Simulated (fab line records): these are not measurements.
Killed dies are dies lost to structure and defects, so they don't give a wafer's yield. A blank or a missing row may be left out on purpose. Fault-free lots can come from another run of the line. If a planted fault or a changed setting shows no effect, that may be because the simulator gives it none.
A struck lot beside a sound one	flow nand_harc	32 steps out of a route of 1302
Sound: the wafers L278.1, L278.5, L278.6. The struck wafers were L275.1, L275.3, L275.5. The cause comes at the end.
At each step with rows: each side's tool, then ch and its chambers, then its first start. Under that, the readings that differ: sound wafers	struck wafers	difference of the means	sigmas: that difference in standard deviations of wafers without a fault.
alike: words and numbers the same on both sides, and readings whose means are apart by under 2 such deviations; not compared: readings that were withheld, readings missing a value for some wafer, numbers with overlapping values and no deviation given by the record, and bounds like >300 which may hide the same value.
A row with sigmas, a row that says differs or no value, or rows on one side alone: a step with any of these is where the two part. When numbers do not overlap yet have no deviation, they are printed without sigmas and do not part them. A reading that every wafer of one side lacks parts them only if that side has two wafers or more.

first, 5 steps without rows for these wafers: NHARC_A_ONON_D1_DEP_19 (target thk 1000 nm); NHARC_A_ONON_D1_DEP_22 (target thk 1000 nm); NHARC_A_ONON_D1_DEP_25 (target thk 1000 nm); NHARC_A_ONON_D1_DEP_28 (target thk 1000 nm); NHARC_A_ONON_D1_DEP_33 (deposits SiO2, target thk 200 nm).
NHARC_A_CHANNEL_HOLE_D1_DEP_00: deposits aC, target thk 3100 nm.
  sound on acl_dep-03 ch 0, day 15 08:05; struck on acl_dep-01 ch 0, day 14 09:17
  alike: throttle_valve_pct
then, 25 steps without rows for these wafers: NHARC_A_CHANNEL_HOLE_D1_DEP_01 (deposits SiON, target thk 140 nm); NHARC_A_CHANNEL_HOLE_D1_DEHYDRATE_02 (time 120 s); NHARC_A_CHANNEL_HOLE_D1_HMDS_03 (time 30 s); NHARC_A_CHANNEL_HOLE_D1_COAT_36 (time 75 s); NHARC_A_CHANNEL_HOLE_D1_COAT_37 (time 65 s); NHARC_A_CHANNEL_HOLE_D1_COAT_04 (resist thk 90 nm); NHARC_A_CHANNEL_HOLE_D1_SOFTBAKE_05 (time 55 s); NHARC_A_CHANNEL_HOLE_D1_EBR_06; NHARC_A_CHANNEL_HOLE_D1_EXPOSE_07 (exposes mask HOLE D1, target cd 100 nm); NHARC_A_CHANNEL_HOLE_D1_PEB_08 (peb time 65 s); NHARC_A_CHANNEL_HOLE_D1_DEVELOP_09 (develop time 35 s); NHARC_A_CHANNEL_HOLE_D1_DESCUM_15 (chemistry O2, time 3 s); NHARC_A_CHANNEL_HOLE_D1_ETCH_38 (etches the open film in CF4, target depth 39 nm, time 65 s); NHARC_A_CHANNEL_HOLE_D1_ETCH_39 (etches the open film in N2/H2, target depth 260 nm, time 325 s); NHARC_A_CHANNEL_HOLE_D1_ETCH_34 (etches the open film in CF4/CHF3, target depth 154 nm, time 77 s); NHARC_A_CHANNEL_HOLE_D1_ETCH_16 (etches the open film in O2/COS, target depth 3100 nm, time 806 s); NHARC_A_CHANNEL_HOLE_D1_ETCH_19 (etches the open film in C4F8/O2/Ar, time 34.5 s); NHARC_A_CHANNEL_HOLE_D1_ETCH_20 (etches the open film in C4F8/O2/Ar, time 361.9 s, target depth 1600 nm); NHARC_A_CHANNEL_HOLE_D1_ETCH_21 (etches the open film in C4F8/O2/Ar, time 514.3 s, target depth 1600 nm); NHARC_A_CHANNEL_HOLE_D1_ETCH_22 (etches the open film in C4F8/O2/Ar, time 666.7 s, target depth 1600 nm); NHARC_A_CHANNEL_HOLE_D1_ETCH_23 (etches the open film in C4F8/O2/Ar, time 819 s, target depth 1600 nm); NHARC_A_CHANNEL_HOLE_D1_ETCH_24 (etches the open film in C4F8/O2/Ar, time 906.2 s, target depth 1500 nm); NHARC_A_CHANNEL_HOLE_D1_ETCH_25 (etches the open film in C4F8/O2/Ar, time 1040.2 s, target depth 1500 nm); NHARC_A_CHANNEL_HOLE_D1_ETCH_26 (etches the open film in C4F8/O2/Ar, time 224.1 s, target depth 300 nm); NHARC_A_CHANNEL_HOLE_D1_ETCH_33 (etches the open film in C4F8/O2/Ar, time 90 s, target depth 400 nm).
-- record jumps: 16 days between struck wafers' starts before vs after; left off in module A_CHANNEL_HOLE_D1, resumes in module END, first step shown is number 1302 of the route --
NHARC_END_SORT_01:
  sound on prober-02 ch 0, day 31 03:44; struck on prober-01 ch 0, day 30 05:31
reading	sound	struck	difference	sigmas
hold	- - -	await_dispo/3.4h/release await_dispo/3.4h/release await_dispo/3.4h/release	no value on the sound wafers	
killed_at_array	77 82 90	221 189 232	+131	+7
killed_dies	83 88 92	224 192 233	+129	+6
killed_open	5 2 6	1 0 0	-4	-2
  alike: killed_at_other, killed_at_periphery, killed_short

## WHERE THEY PART
Only at NHARC_END_SORT_01, within this record.

WHY: the cause the simulator had injected
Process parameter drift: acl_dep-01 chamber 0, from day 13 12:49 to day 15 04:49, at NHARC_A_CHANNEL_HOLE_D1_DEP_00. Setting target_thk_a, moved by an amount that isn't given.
